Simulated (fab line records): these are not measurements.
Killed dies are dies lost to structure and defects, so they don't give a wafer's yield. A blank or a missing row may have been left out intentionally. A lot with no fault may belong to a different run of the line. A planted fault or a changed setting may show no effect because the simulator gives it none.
Matching of chambers -- flow nand harc -- NHARC_P_M2_ETCH_28 on rie diel-02: 4 sister chambers
The step etches the open film in CF4/N2, target depth 30 nm, time 72.99 s. 4 wafers are shown with their chamber, then 6 later ones without.

EACH WAFER AND ITS CHAMBER
wafer,chamber,showerhead plenum p Torr (Torr)
L126.3,3,2.73
L126.6,1,2.67
L131.1,0,2.74
L131.2,2,2.73

WAFERS WITHOUT THEIR CHAMBER
wafer,showerhead plenum p Torr (Torr)
L131.6,2.73
L132.1,2.74
L132.5,2.74
L132.6,2.73
L138.2,2.73
L138.4,2.66

WHICH CHAMBER EACH ONE RAN IN
wafer,from the rows above,in truth
L131.6,can't be placed: 2 or 3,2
L132.1,0,0
L132.5,0,0
L132.6,can't be placed: 2 or 3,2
L138.2,can't be placed: 2 or 3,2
L138.4,1,1
Placed correctly: 3 of 6. Unplaceable from these rows: 3, with the true chamber sitting among the candidates in 3. Placed wrongly: 0.
How it was worked out, from the rows above alone: a wafer's distance from a chamber is the root of the sum, over the readings, of the square of ((its reading less the chamber's mean) divided by the reading's scatter). If the next closest chamber is less than 2 further off than the closest, the wafer can't be placed; otherwise it belongs to the closest. Each chamber's mean is taken over the wafers shown for it. The scatter: root of mean squared gap, hidden wafer to nearest shown wafer, with one shown wafer a chamber.
